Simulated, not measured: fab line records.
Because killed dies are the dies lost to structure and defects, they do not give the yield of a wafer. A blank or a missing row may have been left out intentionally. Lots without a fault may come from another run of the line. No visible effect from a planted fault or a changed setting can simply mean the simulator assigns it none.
Chamber matching ; flow n5Finfet ; 3 sister chambers for N5_BEOL_M4_ILD_DEP_00 on pecvd-01
The step deposits SiOC from DEMS/O2, target thk 79 nm, time 15.3 s. 14 wafers are shown with their chamber, then 7 later ones without.

== WAFERS WITH THEIR CHAMBER ==
wafer;chamber;heaterPowerW (W);throttleValvePct (%);showerheadPlenumPTorr (Torr)
L077.2;2;650;11.2;5.680
L077.3;0;534;11.5;5.725
L077.4;2;656;11.3;5.686
L080.1;1;394;12.2;5.706
L080.3;2;719;11.6;5.698
L080.4;1;398;12.2;5.713
L082.1;1;406;12.0;5.709
L082.3;1;408;12.1;5.713
L082.6;1;414;12.3;5.720
L085.3;1;387;12.0;5.700
L085.5;2;662;11.4;5.687
L085.6;0;491;11.4;5.730
L088.3;1;411;11.9;5.700
L088.5;0;457;11.4;5.723

SIGNATURES, as means of the wafers listed above
reading;chamber 0;chamber 1;chamber 2;scatter within a chamber
heaterPowerW;494.00;402.57;671.75;24.5
throttleValvePct;11.433;12.100;11.375;0.14
showerheadPlenumPTorr;5.72600;5.70871;5.68775;0.00686
Rule: distance of a wafer from a chamber = root of the sum over the readings of ((wafer's reading minus chamber's mean) / reading's scatter) squared. If the next closest chamber is less than 2 further off than the closest, the wafer can't be placed; otherwise it belongs to the closest. How the scatter is found: for the shown wafers, subtract from each reading the mean of its chamber, square and add these, divide the total by (wafers less chambers), then take the root.

== WAFERS MISSING THEIR CHAMBER ==
wafer;heaterPowerW (W);throttleValvePct (%);showerheadPlenumPTorr (Torr)
L088.6;732;11.4;5.686
L090.1;559;11.2;5.713
L090.3;386;12.1;5.715
L090.6;394;12.0;5.720
L092.2;439;12.0;5.723
L092.3;661;11.3;5.689
L092.6;570;11.5;5.716

== EACH ONE'S CHAMBER ==
wafer;from the rows above;in truth
L088.6;2;2
L090.1;0;0
L090.3;1;1
L090.6;1;1
L092.2;1;1
L092.3;2;2
L092.6;0;0
7 of 7 placed correctly. Can't be placed from these rows: 0. Placed wrongly: 0.
